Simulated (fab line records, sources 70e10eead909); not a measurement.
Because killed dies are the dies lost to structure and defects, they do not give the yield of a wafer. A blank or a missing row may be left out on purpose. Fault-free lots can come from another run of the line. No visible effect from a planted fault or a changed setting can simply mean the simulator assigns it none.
Comparing a struck lot with a sound one | flow nand-harc | 20 out of 1159 route steps
Sound: wafers L774.3, L774.4, L774.5. Wafers L777.1, L777.3, L777.4 were the ones struck. At the end, the cause is stated.
Each step with rows lists, per side, the tool, then ch with its chambers, then its first start. Under that, the readings that differ: sound wafers | struck wafers | difference of the means | sigmas: that difference in standard deviations of wafers without a fault.
alike: readings with means less than 2 such deviations apart, plus words and numbers identical on both sides. not compared: withheld readings, readings lacking a value on some wafer, bounds such as >300 that could conceal the same value, and numbers that have no deviation in the record and whose values overlap.
Wherever a step has rows on one side only, a row that says differs or no value, or a row with sigmas, the two part there. When numbers do not overlap yet have no deviation, they are printed without sigmas and do not part them. A reading that every wafer of one side lacks parts them only if that side has two wafers or more.

NHARC_P_GATE_ALD_36: deposits SiNx, target thk 20 nm, pulse time 60 s, ald cycles 223.
  sound on ald-sin-04 ch 1,2, day 6 22:20; struck on ald-sin-04 ch 1,2, day 8 02:45
  alike: heater-power-w, precursor-pulse-height-rel
  not compared: since-wet-clean-h
NHARC_P_GATE_ETCHBACK_37: etches the open film in CHF3/O2, target depth 34.5 nm, time 17.2 s.
  sound on rie-diel-12 ch 0,1,2; struck on rie-diel-02 ch 0,1,2
  alike: drypump-motor-current-A, oes-product-au, rf-vpp-V, showerhead-plenum-p-Torr, throttle-valve-pct
  not compared: rf-hours-counter-h
NHARC_P_GATE_STRIP_101: strips in O2, time 20 s.
  sound on rie-diel-12 ch 1,2, day 7 07:59; struck on rie-diel-02 ch 0,2,3, day 8 14:23
  alike: drypump-motor-current-A, oes-product-au, rf-vpp-V, showerhead-plenum-p-Torr, throttle-valve-pct
  not compared: rf-hours-counter-h
then, 9 steps without rows for these wafers: NHARC_P_GATE_PRECLEAN_97 (cleans in SPM, time 600 s); NHARC_P_GATE_SRD_98; NHARC_P_GATE_PRECLEAN_99 (cleans in SC1); NHARC_P_GATE_SRD_100; NHARC_P_GATE_DEHYDRATE_38 (time 120 s); NHARC_P_GATE_HMDS_39 (time 30 s); NHARC_P_GATE_COAT_40; NHARC_P_GATE_SOFTBAKE_41 (time 95 s); NHARC_P_GATE_EBR_42.
NHARC_P_GATE_EXPOSE_43: exposes mask P NSD, target cd 720 nm.
  sound on krf-scanner-01 ch 0, day 7 08:46; struck on krf-scanner-01 ch 0, day 8 15:10
  reading | sound                   | struck                           | difference | sigmas
  mask    | P_NSD#0 P_NSD#0 P_NSD#0 | P_NSD_R1#0 P_NSD_R1#0 P_NSD_R1#0 | differs    |
then, 2 steps without rows for these wafers: NHARC_P_GATE_PEB_44 (peb time 85 s); NHARC_P_GATE_DEVELOP_45 (time 70 s).
NHARC_P_GATE_CD_MEAS_46: the cd target is 720 nm.
  sound on cd-sem-02 ch 0, day 7 08:55; struck on cd-sem-02 ch 0, day 8 15:19
  reading    | sound             | struck            | difference | sigmas
  cd-nm (nm) | 721.3 718.9 720.6 | 698.3 699.2 699.1 | -21.4      | -18
then, 1 step without rows for these wafers: NHARC_P_GATE_HARDBAKE_47 (time 80 s).
NHARC_P_GATE_DESCUM_48: chemistry O2, time 3 s.
  sound on rie-diel-12 ch 0,1,2, day 7 09:07; struck on rie-diel-04 ch 0,2,3, day 8 15:30
  reading                 | sound             | struck            | difference | sigmas
  model.P_GATE.cd-nm (nm) | 721.2 719.4 720.9 | 697.9 699.5 699.5 | -21.5      |
  alike: drypump-motor-current-A, oes-product-au, rf-vpp-V, showerhead-plenum-p-Torr, throttle-valve-pct
  not compared: rf-hours-counter-h
after that, 1 step had no rows for these wafers: NHARC_P_GATE_IMPLANT_49.
-- the record jumps here: 13 days lie between the struck wafers' starts before and after (it left off in module P_GATE and takes up again in module END, whose first step shown is number 1159 of the route) --
NHARC_END_SORT_01:
  sound on prober-02 ch 0, day 21 10:42; struck on prober-02 ch 0, day 21 20:01
  reading         | sound | struck | difference | sigmas
  killed-at-other | 0 0 1 | 2 0 5  | +2         | +2
  alike: killed-at-array, killed-at-periphery, killed-dies, killed-open, killed-short

## WHERE THEY PART
First at NHARC_P_GATE_EXPOSE_43; last, within this record, at NHARC_END_SORT_01.

WHY: whatever the simulator had introduced
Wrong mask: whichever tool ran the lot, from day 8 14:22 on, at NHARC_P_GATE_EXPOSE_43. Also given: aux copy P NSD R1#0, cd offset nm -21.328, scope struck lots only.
